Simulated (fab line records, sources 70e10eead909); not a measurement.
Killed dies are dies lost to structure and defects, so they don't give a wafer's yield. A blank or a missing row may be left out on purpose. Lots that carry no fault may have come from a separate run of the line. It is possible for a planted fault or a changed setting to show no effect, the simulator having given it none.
Problem report, 8D (eight disciplines) form, completed by code    flow nand_harc    the parts of the form that need people (team, actions taken, sign-off) are left out

== 1. THE ISSUE ==
At NHARC_END_SORT_01, killed_at_periphery averages 629.7 over 3 wafers from 2 lots, while fault-free wafers read 4.1, standard deviation 3. So: +99 or more standard deviations from the usual mean.
First seen on wafer L443.1, day 28 10:50, on prober-01. The record has a number at this step for 18 wafers belonging to 6 lots. Rule for "out", or "out of limits": more than 4 standard deviations from the usual mean. All remaining wafers that have a number are taken as sound.

== 2. WHAT IT IS, AND WHAT IT ISN'T ==
question                     is                                                      is not
which readings at this step  killed_at_periphery, defect_limited_yield, killed_dies  killed_at_array, killed_at_other, killed_short
which lots                   L443, L445                                              L434, L436, L437, L440
which wafers of those lots   L443.1, L445.2, L445.6                                  L443.2, L443.3, L445.5
read on which gauges         prober-01, prober-02                                    -
when                         from day 28 10:50                                       up to then (12 sound wafers); but 3 sound wafers of L443, L445 came after

== 3. SUSPECTS, AND WHAT RULES EACH OUT ==
Counting: any tool at a process step up to the reading remains a suspect provided it ran every lot that is out. Sound lots after the first of them don't rule it out here, since some wafers of a struck lot are sound.
- the gauge at NHARC_END_SORT_01 has been ruled out. The wafers that are out were read on 2 gauges (prober-01, prober-02).
- ecd_cu-02 at NHARC_P_BONDPAD_ECD_18 (material Cu, target thk 400 nm): kept. It ran every lot that is out, first L443 (day 10 19:14); its last sound lot up to then is L440 (day 9 11:20).
After counting, what remains is ecd_cu-02 at NHARC_P_BONDPAD_ECD_18.

== 4. THE CAUSE (what the simulator had put in) ==
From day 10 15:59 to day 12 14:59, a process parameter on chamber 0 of ecd_cu-02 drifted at NHARC_P_BONDPAD_ECD_18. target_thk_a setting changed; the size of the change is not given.
This tool alone remained once counting was done.

== 5. THE CHAIN OF EFFECTS, in route order ==
Each row: a reading where the mean over the struck wafers with a number is more than 3 standard deviations away from the usual. Scope: only readings with a usual standard deviation given in the record; hours: median across lots of the time from each lot's start at the first step in this table that gives one to its start at this step; sigmas: change in usual standard deviations.
hours  step               reading               usual   on struck wafers  change  sigmas
0      NHARC_END_SORT_01  defect_limited_yield  90.7 %  0.0               -90.7   -31
0      NHARC_END_SORT_01  killed_at_periphery   4.1     629.7             +625.6  +99 or more
0      NHARC_END_SORT_01  killed_dies           63      677               +614    +31

== 6. WHAT WOULD HAVE CAUGHT IT SOONER ==
In this record the first reading out of limits at a measuring or inspecting step was taken at day 28 10:50, 427 hours after the fault began at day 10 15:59.
By day 28 10:50, every lot that is out (2) had started NHARC_P_BONDPAD_ECD_18 on ecd_cu-02. Holding the tool at that point would not have protected any of them.
